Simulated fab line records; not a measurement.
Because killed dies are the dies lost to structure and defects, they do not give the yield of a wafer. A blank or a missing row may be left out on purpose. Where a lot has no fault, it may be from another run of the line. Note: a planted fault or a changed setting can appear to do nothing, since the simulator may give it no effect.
Which of the tools did it? :: flow n5Finfet :: 16 wafers from 6 lots sampled at 4 of the route's 1938 steps

== WHAT THE GAUGES READ, wafer by wafer ==
N5_BEOL_M9_CD_MEAS_35: target cd 70 nm, target cd y 40 nm.
lot: L202
measured: day 10 05:46
on: cdSem-03
cdNm (nm): 71.4 71.4

lot: L205
measured: day 10 22:08
on: cdSem-02
cdNm (nm): 70.4 70.6 71.4

lot: L211
measured: day 12 15:35
on: cdSem-01
cdNm (nm): 71.2 69.8 69.5

lot: L216
measured: day 13 04:14
on: cdSem-02
cdNm (nm): 70.0 70.1 70.7

lot: L222
measured: day 15 09:41
on: cdSem-01
cdNm (nm): 71.5 71.3

lot: L225
measured: day 15 17:33
on: cdSem-01
cdNm (nm): 70.7 70.6 70.5

== EACH LOT AND THE TOOL THAT RAN IT (in order: tool; ch and the chambers of the sampled wafers; start) ==
lot: L202
N5_BEOL_M9_ETCH_76: rieDiel-05 ch 2,3, day 10 05:11
N5_BEOL_M9_ETCH_66: rieDiel-05 ch 2,3, day 10 05:14
N5_BEOL_M9_HM_STRIP_39: wetBench-02 ch 1,5, day 10 05:38

lot: L205
N5_BEOL_M9_ETCH_76: rieDiel-05 ch 0,3, day 10 21:33
N5_BEOL_M9_ETCH_66: rieDiel-05 ch 0,3, day 10 21:36
N5_BEOL_M9_HM_STRIP_39: wetBench-04 ch 3,4,5, day 10 22:01

lot: L211
N5_BEOL_M9_ETCH_76: rieDiel-01 ch 0,2,3, day 12 15:00
N5_BEOL_M9_ETCH_66: rieDiel-01 ch 0,2,3, day 12 15:02
N5_BEOL_M9_HM_STRIP_39: wetBench-04 ch 2,4,5, day 12 15:27

lot: L216
N5_BEOL_M9_ETCH_76: rieDiel-01 ch 0,2,3, day 13 03:40
N5_BEOL_M9_ETCH_66: rieDiel-01 ch 0,2,3, day 13 03:43
N5_BEOL_M9_HM_STRIP_39: wetBench-04 ch 1,2,4, day 13 04:07

lot: L222
N5_BEOL_M9_ETCH_76: rieDiel-01 ch 0,1, day 15 09:07
N5_BEOL_M9_ETCH_66: rieDiel-01 ch 0,1, day 15 09:10
N5_BEOL_M9_HM_STRIP_39: wetBench-02 ch 5,7, day 15 09:34

lot: L225
N5_BEOL_M9_ETCH_76: rieDiel-05 ch 1,2,3, day 15 16:58
N5_BEOL_M9_ETCH_66: rieDiel-05 ch 1,2,3, day 15 17:01
N5_BEOL_M9_HM_STRIP_39: wetBench-02 ch 2,5,7, day 15 17:25
- N5_BEOL_M9_ETCH_76: etches underlayer in N2/H2, target depth 6.5 nm, time 5.2 s.
- N5_BEOL_M9_ETCH_66: etches SOC in N2/H2, target depth 80 nm, overetch 16 nm, time 120 s.
- N5_BEOL_M9_HM_STRIP_39: strips TiN in peroxide tin strip, target depth 25 nm, time 158 s.

== THE ANSWER, worked out from the rows above alone ==
Rule: the usual values come from the lots themselves. The widest of any qualifying gaps counts: lots, ordered by their means at a reading, are off when they make up no more than a third of the lots, leave a main group of 4 or more, and stand apart from it by 3 or more times the standard deviation of that group's means. A main group whose means are all the same, to the digits that the tables above print for the reading, isn't used. A lot without any number at a reading at which 4 lots or more have one is off too. Where the step has rows for the other lots, those lots are counted as sound.
No lot is off on any of the readings shown, so nothing can be concluded from this.

== WHAT THE SIMULATOR PUT IN ==
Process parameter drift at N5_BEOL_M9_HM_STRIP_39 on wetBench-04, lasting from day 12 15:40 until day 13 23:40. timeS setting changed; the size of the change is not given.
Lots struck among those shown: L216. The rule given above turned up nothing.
